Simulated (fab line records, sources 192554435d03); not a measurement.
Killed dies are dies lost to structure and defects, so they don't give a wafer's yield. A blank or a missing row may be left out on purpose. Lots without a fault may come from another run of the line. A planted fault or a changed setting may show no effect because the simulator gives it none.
A struck lot beside a sound one | flow n5_finfet | 41 steps out of a route of 1938
Sound: wafers L747.2, L747.3, L747.5. Struck: wafers L762.2, L762.6. (L762.5 of the same lot was not struck and is left out.) The cause comes at the end.
At each step with rows: each side's tool, then ch and its chambers, then its first start. Under that, the readings that differ: sound wafers | struck wafers | difference of the means | sigmas: that difference in standard deviations of wafers without a fault.
alike: readings whose means differ by less than 2 such deviations, and words and numbers that are the same on both sides. not compared: withheld readings, readings that some wafer has no value for, bounds like >300 that may hide the same value, and numbers for which the record gives no deviation and whose values overlap.
The two part at a step that has a row with sigmas, a row that says differs or no value, or rows on one side only. Numbers that don't overlap but have no deviation are shown without sigmas and don't part them. A reading that every wafer of one side lacks parts them only if that side has two wafers or more.

first, 12 steps without rows for these wafers: N5_HKMG_FIN_STRIP_33 (strips in N2/H2); N5_HKMG_FIN_STRIP_34 (strips in CF4); N5_HKMG_FIN_ETCH_35 (etches SOC in N2/H2, target depth 215.8 nm, time 243.4 s); N5_HKMG_FIN_STRIP_92 (strips SOC in N2/H2, time 20 s); N5_HKMG_FIN_WET_ETCH_18 (etches TiN in SC1, time 55 s, target depth 5.2 nm, rinse time 30 s); N5_HKMG_FIN_STRIP_19 (strips in N2/H2, time 360 s); N5_HKMG_FIN_ALD_91 (deposits TiN, target thk 1 nm, pulse time 1 s, purge time 3 s); N5_HKMG_FIN_COAT_85 (time 60 s, resist thk 300 nm); N5_HKMG_FIN_ETCH_86 (etches SOC in N2/H2, stops on TiN, target depth 393.2 nm); N5_HKMG_FIN_STRIP_89 (strips SOC in N2/H2, time 20 s); N5_HKMG_FIN_WET_ETCH_87 (etches TiN in SC1, time 154.2 s, target depth 4.7 nm, rinse time 30 s); N5_HKMG_FIN_STRIP_88 (strips in N2/H2, time 360 s).
N5_HKMG_FIN_NWFM_ALD_20: deposits TiAlC, target thk 2 nm, pulse time 3 s, purge time 2 s.
  sound on ald_metal-01 ch 0,2,3, day 5 14:01; struck on ald_metal-01 ch 1,3, day 9 05:33
  reading                                         | sound | struck  | difference | sigmas
  ald_cycles                                      | 7 7 7 | 5 5     | -2         |
  model.TiAlC_of_HKMG_FIN_NWFM_ALD_20.thk_nm (nm) | 2 2 2 | 1.4 1.4 | -0.6       |
  alike: heater_power_w, precursor_pulse_height_rel
then, 26 steps without rows for these wafers: N5_HKMG_FIN_ALD_71 (deposits TiN, target thk 1 nm, pulse time 1 s, purge time 3 s); N5_HKMG_FIN_COAT_66 (time 60 s, resist thk 300 nm); N5_HKMG_FIN_ETCH_67 (etches SOC in N2/H2, stops on TiN, target depth 388.9 nm); N5_HKMG_FIN_STRIP_90 (strips SOC in N2/H2, time 20 s); N5_HKMG_FIN_WET_ETCH_73 (etches the open film in SC1, time 42.3 s, target depth 1.3 nm, rinse time 30 s); N5_HKMG_FIN_ETCHBACK_68 (etches the open film in Cl2/Ar, stops on HfO2, target depth 0.5 nm); N5_HKMG_FIN_STRIP_69 (strips in N2/H2, time 360 s); N5_HKMG_FIN_ALD_21 (deposits TiN, target thk 1.5 nm, pulse time 1 s, purge time 3 s); N5_HKMG_FIN_ALD_72 (deposits W, target thk 2 nm, pulse time 1 s, purge time 2 s); N5_HKMG_FIN_W_FILL_22 (material W, target thk 60 nm, time 18.2 s); N5_HKMG_FIN_PRECLEAN_83 (cleans in DIW, time 57.5 s); N5_HKMG_FIN_SRD_84 (dry time 32 s); N5_HKMG_FIN_CMP_23 (polishes, stops on SiNx, t overpolish 10 s, target thk 46.326 nm); N5_HKMG_FIN_CMP_94 (polishes, stops on SiNx, t overpolish 4.7 s, target thk 43.299 nm); N5_GATE_CUT_ETCHBACK_00 (etches W in SF6/Cl2); N5_GATE_CUT_ETCH_56 (etches TiN in Cl2/Ar, target depth 21.6 nm); N5_GATE_CUT_ETCHBACK_30 (etches TiN in Cl2/Ar, target depth 3 nm); N5_GATE_CUT_VAPOR_ETCH_60 (etches HfO2 in BCl3/Cl2); N5_GATE_CUT_ETCH_58 (etches SiNx in CH3F/O2, target depth 17 nm, time 128.6 s); N5_GATE_CUT_STRIP_59 (strips in N2/H2, time 20 s); N5_GATE_CUT_PRECLEAN_31 (cleans in DIW, time 300 s); N5_GATE_CUT_SRD_32 (time 30 s); N5_GATE_CUT_SAC_CAP_01 (material SiNx, target thk 24 nm, pulse time 1 s, ald cycles 480); N5_GATE_CUT_PECVD_57 (deposits SiNx from SiH4/NH3/N2, target thk 21 nm); N5_GATE_CUT_CMP_02 (polishes, stops on SiO2, t overpolish 12.7 s, target thk 0 nm); N5_GATE_CUT_HM_DEP_46 (deposits SiO2 from TEOS/O2, target thk 130 nm, time 26.6 s).
-- the record jumps here: 4 days lie between the struck wafers' starts before and after (it left off in module GATE_CUT and takes up again in module BEOL_M4, whose first step shown is number 1111 of the route) --
N5_BEOL_M4_RC_MEAS_101:
  sound on prober-01 ch 0, day 9 00:02; struck on prober-02 ch 0, day 12 22:38
  reading             | sound                      | struck            | difference | sigmas
  IOFF_N (nA/um)      | 0.181 0.166 0.165          | 0.030 0.032       | -0.140     | -6
  IOFF_N_85C (nA/um)  | 3.4 3.2 3.2                | 0.8 0.8           | -2.5       | -6
  IOFF_N_LIN (nA/um)  | 0.080 0.075 0.076          | 0.014 0.015       | -0.062     | -7
  IOFF_N_LONG (nA/um) | 5.32e-05 5.27e-05 5.32e-05 | 2.42e-05 2.35e-05 | -2.92e-05  | -15
  IOFF_P (nA/um)      | 0.222 0.207 0.207          | 0.344 0.378       | +0.149     | +5
  IOFF_P_85C (nA/um)  | 3.8 3.7 3.6                | 5.5 6.1           | +2.1       | +5
  IOFF_P_LIN (nA/um)  | 0.098 0.097 0.095          | 0.159 0.171       | +0.068     | +6
  IOFF_P_LONG (nA/um) | 9.5e-05 0.000102 9.6e-05   | 0.000152 0.000153 | +0.000055  | +7
  ION_N (uA/um)       | 680 674 676                | 569 576           | -104       | -12
  ION_P (uA/um)       | 459 463 461                | 480 483           | +20        | +3
  VT_N (mV)           | 249.0 250.0 248.4          | 299.5 297.0       | +49.1      | +16
  VT_N_LONG (mV)      | 276.5 277.6 275.7          | 327.4 326.5       | +50.3      | +30
  VT_N_LVT (mV)       | 99.6 100.6 99.3            | 147.2 146.3       | +46.9      | +18
  VT_P (mV)           | -252.3 -253.5 -251.6       | -237.6 -236.4     | +15.5      | +5
  VT_P_LONG (mV)      | -277.3 -280.8 -280.0       | -263.7 -264.9     | +15.1      | +5
  VT_P_LVT (mV)       | -99.7 -102.2 -101.0        | -88.2 -86.1       | +13.8      | +6
  alike: DIBL_N, DIBL_P, SS_N, SS_P
-- the record jumps here: 5 days lie between the struck wafers' starts before and after (it left off in module BEOL_M4 and takes up again in module PASSIVATION, whose first step shown is number 1936 of the route) --
N5_PASSIVATION_PROBE_49:
  sound on prober-01, day 13 10:18; struck on prober-01, day 17 15:14
  reading              | sound          | struck      | difference | sigmas
  sort_bin_8_speed (%) | 0 0 0          | 91.61 92.46 | +92.03     |
  sort_n_pass          | 1082 1048 1084 | 0 0         | -1071      | -63
  sort_yield_pct (%)   | 91.7 88.8 91.9 | 0 0         | -91        | -61
  alike: defect_limited_yield, killed_at_M0_to_M3, killed_at_M4_up, killed_at_contacts, killed_at_front_end, killed_at_other, killed_dies, killed_open, killed_short, sort_bin_5_function, sort_bin_6_memory
  not compared: sort_bin_4_leakage

WHERE THEY PART
First at N5_BEOL_M4_RC_MEAS_101; last, within this record, at N5_PASSIVATION_PROBE_49.

WHY: what the simulator had put in
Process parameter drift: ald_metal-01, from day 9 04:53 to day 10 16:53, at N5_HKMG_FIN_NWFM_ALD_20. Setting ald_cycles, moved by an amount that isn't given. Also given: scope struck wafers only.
